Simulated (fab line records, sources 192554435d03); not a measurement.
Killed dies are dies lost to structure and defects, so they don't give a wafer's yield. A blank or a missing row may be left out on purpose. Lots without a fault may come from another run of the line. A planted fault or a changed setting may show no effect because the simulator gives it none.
One fault seen from 2 desks | flow n5_finfet | each desk has only its own numbers; what lay behind them comes last

THE TOOL OWNER'S DESK: pecvd-01
The tool's own readings at N5_BEOL_M11_PECVD_70 (deposits SiO2 from TEOS/O2, target thk 20 nm, time 22.7 s): means of the sampled wafers that have a number, for each lot that ran on this tool. A lot is out of limits, marked OUT, if its mean lies more than 4 standard deviations from the usual mean; the brackets give that distance.
Columns: A = heater_power_w at N5_BEOL_M11_PECVD_70, usual 771 W; B = showerhead_plenum_p_Torr at N5_BEOL_M11_PECVD_70, usual 8.80 Torr; C = susceptor_temp_C at N5_BEOL_M11_PECVD_70, usual 399.98 C; D = throttle_valve_pct at N5_BEOL_M11_PECVD_70, usual 22.2 %
lot  | first seen here | A   | B    | C      | D
L817 | day 10 05:28    | 659 | 8.81 | 399.83 | 21.8
L822 | day 11 15:34    | 821 | 8.81 | 400.05 | 21.8
L832 | day 14 14:38    | 684 | 8.81 | 399.83 | 22.3
L834 | day 15 00:34    | 824 | 8.79 | 400.00 | 21.4
L833 | day 15 06:28    | 724 | 8.82 | 399.87 | 22.7
This desk's finding: nothing out of limits on any of the 5 lots.

THE METROLOGY DESK
What the gauges read, lot by lot, whatever tool the lot ran on: means of the sampled wafers that have a number. A lot is out of limits, marked OUT, if its mean lies more than 4 standard deviations from the usual mean; the brackets give that distance.
Columns: A = cd_nm at N5_BEOL_M11_CD_MEAS_35, usual 69.9 nm
lot  | first seen here | A
L817 | day 10 09:50    | 70.5
L818 | day 10 22:34    | 70.0
L820 | day 11 16:24    | 69.3
L822 | day 11 21:13    | 70.2
L823 | day 12 07:58    | 70.8
L824 | day 12 17:34    | 70.2
L828 | day 13 15:10    | 70.6
L832 | day 14 18:04    | 69.8
L831 | day 15 04:10    | 71.5
L834 | day 15 04:26    | 69.8
L833 | day 15 11:56    | 69.1
This desk's finding: nothing out of limits on any of the 11 lots.

PUT TOGETHER
The tool owner's desk saw nothing out of limits.
The metrology desk saw nothing out of limits.

WHAT THE SIMULATOR HAD PUT IN
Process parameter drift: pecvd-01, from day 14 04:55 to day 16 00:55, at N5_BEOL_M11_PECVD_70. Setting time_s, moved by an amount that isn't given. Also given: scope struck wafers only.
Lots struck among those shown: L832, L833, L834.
